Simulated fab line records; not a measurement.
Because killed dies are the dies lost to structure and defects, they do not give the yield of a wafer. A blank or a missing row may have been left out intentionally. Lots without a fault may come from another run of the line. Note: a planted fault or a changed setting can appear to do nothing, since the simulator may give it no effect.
Which tool did it? | flow nand-harc | 45 wafers from 15 lots sampled at 4 of the route's 1159 steps

WHAT THE GAUGES READ, wafer by wafer
The record holds no reading of a measuring or inspecting step that can be judged against a usual standard deviation.

WHICH TOOL RAN EACH LOT (tool, then ch and the chambers of the sampled wafers, then the start)
lot  | NHARC_A_CONTACT_DESCUM_13          | NHARC_A_CONTACT_ETCH_110           | NHARC_A_CONTACT_STRIP_26                      | NHARC_A_CONTACT_CVD_19
L280 | rie-diel-05 ch 0,1,2, day 17 05:53 | rie-diel-13 ch 0,1,2, day 17 08:48 | rie-diel-13 ch 0,1,2, day 18 02:48 or earlier | cvd-w-02 ch 0,1, day 18 02:48
L281 | rie-diel-13 ch 1,2,3, day 17 07:17 | rie-diel-05 ch 0,1,3, day 17 09:58 | rie-diel-05 ch 0,1,2, no start                | cvd-w-02 ch 0,1, no start
L279 | rie-diel-01 ch 1,2,3, day 17 11:55 | rie-diel-13 ch 0,1,2, day 17 16:27 | rie-diel-13 ch 1,2,3, no start                | cvd-w-02 ch 0,1, no start
L283 | rie-diel-05 ch 0,3, day 17 15:11   | rie-diel-05 ch 0,2,3, day 17 17:59 | rie-diel-05 ch 0,1,2, no start                | cvd-w-02 ch 0,1, no start
L282 | rie-diel-05 ch 0,2,3, day 17 15:35 | rie-diel-01 ch 0,1,3, day 17 18:21 | rie-diel-01 ch 0,1,3, no start                | cvd-w-02 ch 0,1, no start
L284 | rie-diel-01 ch 1,2,3, day 17 21:07 | rie-diel-05 ch 0,1,2, day 17 23:43 | rie-diel-05 ch 0,2,3, no start                | cvd-w-02 ch 0,1, no start
L291 | rie-diel-05 ch 1,2,3, day 21 09:14 | rie-diel-05 ch 0,2,3, day 21 11:49 | rie-diel-05 ch 0,1,3, no start                | cvd-w-01 ch 0,1, no start
L290 | rie-diel-13 ch 0,3, day 21 13:59   | rie-diel-05 ch 0,1,2, day 21 17:56 | rie-diel-05 ch 0,1,2, no start                | cvd-w-01 ch 0,1, no start
L294 | rie-diel-05 ch 0,1,2, day 21 17:17 | rie-diel-05 ch 0,1,3, day 21 20:40 | rie-diel-05 ch 0,1,2, no start                | cvd-w-01 ch 0,1, no start
L295 | rie-diel-05 ch 0,1,2, day 21 18:55 | rie-diel-13 ch 0,2, day 21 21:57   | rie-diel-13 ch 0,1,2, no start                | cvd-w-01 ch 0,1, no start
L298 | rie-diel-13 ch 0,1,3, day 21 23:21 | rie-diel-01 ch 0,1,2, day 22 02:51 | rie-diel-01 ch 0,1,2, no start                | cvd-w-02 ch 0,1, no start
L299 | rie-diel-01 ch 0,1,2, day 22 06:32 | rie-diel-13 ch 1,2,3, day 22 09:08 | rie-diel-13 ch 0,2, no start                  | cvd-w-01 ch 1, no start
L300 | rie-diel-05 ch 0,1,3, day 22 11:55 | rie-diel-13 ch 0,1,2, day 22 14:50 | rie-diel-13 ch 0,1,3, no start                | cvd-w-01 ch 0,1, no start
L302 | rie-diel-13 ch 1,2, day 22 12:19   | rie-diel-01 ch 0,1,3, day 22 14:58 | rie-diel-01 ch 1,2,3, no start                | cvd-w-02 ch 0,1, no start
L301 | rie-diel-13 ch 0,1,2, day 22 15:59 | rie-diel-13 ch 0,1,3, day 22 18:34 | rie-diel-13 ch 2,3, no start                  | cvd-w-01 ch 0,1, no start
- NHARC_A_CONTACT_DESCUM_13: chemistry O2, time 3 s.
- NHARC_A_CONTACT_ETCH_110: etches the open film in CF4/O2, target depth 50 nm, overetch 5 nm, time 27.5 s.
- NHARC_A_CONTACT_STRIP_26: strips in O2.
- NHARC_A_CONTACT_CVD_19: deposits W, target thk 300 nm, time 802 s.

WHAT THE TOOLS THEMSELVES READ (means of the sampled wafers that have a number; where no wafer has one, the mark that the record gives instead)
NHARC_A_CONTACT_DESCUM_13.
lot  | tool        | drypump-motor-current-A (A) | oes-product-au (a.u.) | rf-vpp-V (V) | showerhead-plenum-p-Torr (Torr) | throttle-valve-pct (%)
L280 | rie-diel-05 | 5.5                         | 0.998                 | 58.6         | 1.86                            | 11.308
L281 | rie-diel-13 | 6.0                         | 1.012                 | 57.6         | 1.80                            | 11.311
L279 | rie-diel-01 | 5.7                         | 0.998                 | 57.6         | 1.93                            | 11.310
L283 | rie-diel-05 | 5.5                         | 0.994                 | 57.8         | 1.87                            | 11.307
L282 | rie-diel-05 | 5.2                         | 0.994                 | 57.0         | 1.88                            | 11.310
L284 | rie-diel-01 | 5.7                         | 0.997                 | 57.2         | 1.92                            | 11.313
L291 | rie-diel-05 | 5.3                         | 1.009                 | 57.5         | 1.87                            | 11.307
L290 | rie-diel-13 | 5.4                         | 1.000                 | 57.9         | 1.99                            | 11.310
L294 | rie-diel-05 | 5.6                         | 0.999                 | 57.8         | 1.86                            | 11.306
L295 | rie-diel-05 | 5.6                         | 0.994                 | 57.7         | 1.86                            | 11.317
L298 | rie-diel-13 | 5.7                         | 1.002                 | 57.5         | 1.99                            | 11.314
L299 | rie-diel-01 | 5.9                         | 1.009                 | 58.1         | 1.93                            | 11.308
L300 | rie-diel-05 | 5.6                         | 0.998                 | 57.7         | 1.86                            | 11.303
L302 | rie-diel-13 | 6.4                         | 1.001                 | 57.7         | 1.99                            | 11.309
L301 | rie-diel-13 | 6.0                         | 1.004                 | 58.5         | 1.91                            | 11.306

NHARC_A_CONTACT_ETCH_110.
lot  | tool        | drypump-motor-current-A (A) | oes_ar_750_au (a.u.) | oes-product-au (a.u.) | rf-vpp-V (V) | run-length-s (s) | showerhead-plenum-p-Torr (Torr) | throttle-valve-pct (%)
L280 | rie-diel-13 | 6.1                         | 1.000                | 1.010                 | 197.1        | 48.9             | 1.27                            | 13.400
L281 | rie-diel-05 | 5.6                         | 0.998                | 0.988                 | 197.9        | 48.7             | 1.30                            | 13.407
L279 | rie-diel-13 | 6.0                         | 0.999                | 0.994                 | 195.5        | 49.1             | 1.27                            | 13.400
L283 | rie-diel-05 | 5.2                         | 1.002                | 0.998                 | 197.9        | 48.6             | 1.32                            | 13.397
L282 | rie-diel-01 | 5.7                         | 1.003                | 0.994                 | 198.3        | 49.1             | 1.36                            | 13.402
L284 | rie-diel-05 | 5.5                         | 1.003                | 0.995                 | 197.1        | 48.7             | 1.30                            | 13.398
L291 | rie-diel-05 | 5.2                         | 1.000                | 1.008                 | 198.1        | 46.2             | 1.32                            | 13.394
L290 | rie-diel-05 | 5.5                         | 1.000                | 1.004                 | 197.2        | 46.1             | 1.30                            | 13.389
L294 | rie-diel-05 | 5.6                         | 0.995                | 0.992                 | 197.0        | 46.1             | 1.30                            | 13.391
L295 | rie-diel-13 | 6.0                         | 0.997                | 0.996                 | 196.4        | 49.4             | 1.28                            | 13.393
L298 | rie-diel-01 | 5.9                         | 1.001                | 1.008                 | 197.7        | 49.0             | 1.35                            | 13.398
L299 | rie-diel-13 | 6.0                         | 1.000                | 1.002                 | 199.1        | 48.9             | 1.39                            | 13.400
L300 | rie-diel-13 | 6.0                         | 0.998                | 1.006                 | 197.9        | 48.9             | 1.33                            | 13.399
L302 | rie-diel-01 | 5.7                         | 1.001                | 1.011                 | 198.1        | 49.0             | 1.36                            | 13.397
L301 | rie-diel-13 | 5.7                         | 1.001                | 0.999                 | 198.2        | 48.6             | 1.38                            | 13.387

NHARC_A_CONTACT_STRIP_26.
lot  | tool        | drypump-motor-current-A (A) | oes-product-au (a.u.) | rf-vpp-V (V) | showerhead-plenum-p-Torr (Torr) | throttle-valve-pct (%)
L280 | rie-diel-13 | 6.0                         | 1.005                 | 57.9         | 3.36                            | 17.037
L281 | rie-diel-05 | 5.6                         | 0.994                 | 57.2         | 3.45                            | 17.040
L279 | rie-diel-13 | 6.0                         | 1.004                 | 58.0         | 3.32                            | 17.039
L283 | rie-diel-05 | 5.6                         | 0.995                 | 57.0         | 3.45                            | 17.035
L282 | rie-diel-01 | 5.7                         | 0.989                 | 58.2         | 3.60                            | 17.034
L284 | rie-diel-05 | 5.2                         | 1.002                 | 57.4         | 3.48                            | 17.045
L291 | rie-diel-05 | 5.7                         | 1.005                 | 58.0         | 3.43                            | 17.040
L290 | rie-diel-05 | 5.6                         | 1.004                 | 57.4         | 3.44                            | 17.041
L294 | rie-diel-05 | 5.5                         | 1.002                 | 57.9         | 3.44                            | 17.037
L295 | rie-diel-13 | 6.0                         | 1.001                 | 57.9         | 3.53                            | 17.035
L298 | rie-diel-01 | 5.9                         | 1.002                 | 58.0         | 3.56                            | 17.039
L299 | rie-diel-13 | 5.7                         | 1.001                 | 56.5         | 3.38                            | 17.039
L300 | rie-diel-13 | 5.8                         | 1.011                 | 58.2         | 3.66                            | 17.034
L302 | rie-diel-01 | 5.7                         | 0.999                 | 58.8         | 3.53                            | 17.040
L301 | rie-diel-13 | 6.0                         | 1.009                 | 58.7         | 3.54                            | 17.035

NHARC_A_CONTACT_CVD_19.
lot  | tool     | heater-power-w (W) | throttle-valve-pct (%)
L280 | cvd-w-02 | 519                | 8.01
L281 | cvd-w-02 | 470                | 7.99
L279 | cvd-w-02 | 477                | 7.94
L283 | cvd-w-02 | 477                | 8.00
L282 | cvd-w-02 | 479                | 7.95
L284 | cvd-w-02 | 469                | 7.97
L291 | cvd-w-01 | 511                | 8.17
L290 | cvd-w-01 | 496                | 8.07
L294 | cvd-w-01 | 503                | 8.00
L295 | cvd-w-01 | 511                | 7.98
L298 | cvd-w-02 | 483                | 7.89
L299 | cvd-w-01 | 523                | 8.03
L300 | cvd-w-01 | 513                | 7.90
L302 | cvd-w-02 | 521                | 8.04
L301 | cvd-w-01 | 495                | 8.05

THE ANSWER, worked out from the rows above alone
Rule: the lots themselves supply what counts as usual. Put in order of their means at a reading, lots are off if they are a third of the lots or fewer, leave a main group of 4 or more, and stand apart from it by a gap of 3 or more times the standard deviation of the main group's means; of several such gaps the widest counts. If all means in a main group match to the digits the tables above print for the reading, that group is not used. Also off: a lot with no number at a reading for which 4 or more lots have one. All remaining lots with rows at the step are treated as sound. After the gauges, taken in route order, come the tools' own readings; for these a lot's mean is taken, as printed above. The first step at which some lot is off is used, and at that step the reading that is off furthest; a lot without a number counts as furthest.
Off, at NHARC_A_CONTACT_ETCH_110 on run-length-s: L291, L290, L294. Main group: mean 48.9 s, sd 0.23.
A tool fits if, at that step or a process step before it, it ran every lot that is off, and no sound lot after the first of them. One candidate fits, namely rie-diel-05 at NHARC_A_CONTACT_ETCH_110. Its last sound lot is L284 (day 17 23:43), its first lot that is off L291 (day 21 11:49): a fault that began between those two fits.
On the lots that are off, the tool's own readings at NHARC_A_CONTACT_ETCH_110 differ by more than 5 times the standard deviation of the sound lots' means, which bears it out; run-length-s reads 46.1 s there versus 48.9 s on the sound lots.

WHAT THE SIMULATOR HAD PUT IN
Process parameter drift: rie-diel-05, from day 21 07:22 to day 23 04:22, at NHARC_A_CONTACT_ETCH_110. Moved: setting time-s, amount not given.
Lots struck among those shown: L291, L290, L294. Same finding as the rule above.
